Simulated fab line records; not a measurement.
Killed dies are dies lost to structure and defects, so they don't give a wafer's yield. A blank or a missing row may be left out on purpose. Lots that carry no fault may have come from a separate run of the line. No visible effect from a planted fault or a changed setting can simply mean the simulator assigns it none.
Comparing a struck lot with a sound one :: flow n5_finfet :: 15 steps out of a route of 1938
Sound: wafers L979.3, L979.5, L979.6. Struck: wafer L998.1 (L998.5, L998.6, from the same lot, were not struck and are left out); the cause is given at the end.
Per side, at each step with rows, come the tool, then ch with its chambers, and then its first start. Under that, the readings that differ: sound wafers :: struck wafers :: difference of the means :: sigmas: that difference in standard deviations of wafers without a fault.
alike: readings whose means differ by less than 2 such deviations, and words and numbers that are the same on both sides. not compared: withheld readings, readings that some wafer has no value for, bounds like >300 that may hide the same value, and numbers for which the record gives no deviation and whose values overlap.
Wherever a step has rows on one side only, a row that says differs or no value, or a row with sigmas, the two part there. Numbers that don't overlap but have no deviation are shown without sigmas and don't part them. Lack of a reading on every wafer of one side parts them only where that side has two or more wafers.

first, 1 step without rows for these wafers: N5_HKMG_FIN_ALD_72 (deposits W, target thk 2 nm, pulse time 1 s, purge time 2 s).
N5_HKMG_FIN_W_FILL_22: material W, target thk 60 nm, time 18.2 s.
  sound on cvd_w-01 ch 0,1, day 4 17:52; struck on cvd_w-01 ch 0, day 9 14:11
  alike: heater_power_w, throttle_valve_pct
then, 3 steps without rows for these wafers: N5_HKMG_FIN_PRECLEAN_83 (cleans in DIW, time 57.5 s); N5_HKMG_FIN_SRD_84 (dry time 32 s); N5_HKMG_FIN_CMP_23 (polishes, stops on SiNx, t overpolish 10 s, target thk 46.326 nm).
N5_HKMG_FIN_CMP_94: polishes, stops on SiNx, t overpolish 4.7 s, target thk 43.299 nm.
  sound on cmp-01 ch 0,1, day 4 18:27; struck on cmp-03 ch 1, day 9 14:52
  alike: motor_current_A, slurry_flow_ml_min
N5_HKMG_FIN_INSPECT_28: inspects for defects (darkfield).
  sound on defect_inspect-01 at day 4 18:41; struck on defect_inspect-01 at day 9 15:00
  alike: raw_defect_count
then, 1 step without rows for these wafers: N5_GATE_CUT_ETCHBACK_00 (etches W in SF6/Cl2).
N5_GATE_CUT_ETCH_56: etches TiN in Cl2/Ar, target depth 21.6 nm.
  sound on rie_metal-01 ch 0,1, day 4 18:52; struck on rie_metal-01 ch 0, day 9 15:10
reading: rf_hours_counter_h (h)
sound: - - -
struck: 29
difference: no value on the sound wafers
sigmas: 
  alike: drypump_motor_current_A, mfc_ar_sccm, oes_product_au, rf_fwd_power_W, throttle_valve_pct
N5_GATE_CUT_ETCHBACK_30: etches TiN in Cl2/Ar, target depth 3 nm.
  sound on rie_metal-01 ch 0,1, day 4 18:56; struck on rie_metal-01 ch 0, day 9 15:15
reading: rf_hours_counter_h (h)
sound: - - -
struck: 29
difference: no value on the sound wafers
sigmas: 
  alike: drypump_motor_current_A, mfc_ar_sccm, oes_product_au, throttle_valve_pct
then, 1 step without rows for these wafers: N5_GATE_CUT_VAPOR_ETCH_60 (etches HfO2 in BCl3/Cl2).
N5_GATE_CUT_ETCH_58: etches SiNx in CH3F/O2, target depth 17 nm, time 128.6 s.
  sound on rie_diel-03 ch 1,2, day 4 19:01; struck on rie_diel-01 ch 2, day 9 15:25
reading: oes_product_au (a.u.)
sound: 0.74 0.71 0.73
struck: 0.97
difference: +0.24
sigmas: +3

reading: rf_fwd_power_W (W)
sound: 413.4 414.3 414.2
struck: 514.5
difference: +100.5
sigmas: +72

reading: rf_vpp_V (V)
sound: 98.5 99.5 99.6
struck: 92.4
difference: -6.8
sigmas: -7

reading: model.etch.depth_nm (nm)
sound: 16.44 16.93 16.47
struck: 18.61
difference: +2.00
sigmas: 
  alike: drypump_motor_current_A, mfc_ar_sccm, showerhead_plenum_p_Torr, throttle_valve_pct
  not compared: rf_hours_counter_h
N5_GATE_CUT_STRIP_59: strips in N2/H2, time 20 s.
  sound on rie_diel-03 ch 1,2, day 4 19:07; struck on rie_diel-01 ch 2, day 9 15:31
  alike: drypump_motor_current_A, oes_product_au, rf_vpp_V, showerhead_plenum_p_Torr, throttle_valve_pct
  not compared: rf_hours_counter_h
-- record jumps: 3 days separate the struck wafers' starts on either side; left off in module GATE_CUT, taken up again in module BEOL_M4, whose first shown step is the route's number 1111 --
N5_BEOL_M4_RC_MEAS_101:
  sound on prober-02 ch 0, day 7 22:05; struck on prober-01 ch 0, day 12 23:47
reading: DIBL_N (mV/V)
sound: 34.0 36.7 33.0
struck: 30.4
difference: -4.2
sigmas: -2

reading: DIBL_P (mV/V)
sound: 34.0 36.9 32.3
struck: 29.3
difference: -5.1
sigmas: -2

reading: IOFF_P (nA/um)
sound: 0.18 0.23 0.16
struck: 0.11
difference: -0.08
sigmas: -2

reading: ION_N (uA/um)
sound: 662 676 674
struck: 638
difference: -33
sigmas: -3

reading: SS_N (mV/dec)
sound: 71.3 70.9 71.3
struck: 69.6
difference: -1.6
sigmas: -2

reading: VT_N (mV)
sound: 255 251 254
struck: 261
difference: +8
sigmas: +2
  alike: IOFF_N, ION_P, SS_P, VT_P
next, for these wafers, 1 step has no rows: N5_PASSIVATION_PROBE_49.

== WHERE THEY PART ==
First at N5_GATE_CUT_ETCH_56; last, within this record, at N5_BEOL_M4_RC_MEAS_101.

WHY: the cause the simulator had injected
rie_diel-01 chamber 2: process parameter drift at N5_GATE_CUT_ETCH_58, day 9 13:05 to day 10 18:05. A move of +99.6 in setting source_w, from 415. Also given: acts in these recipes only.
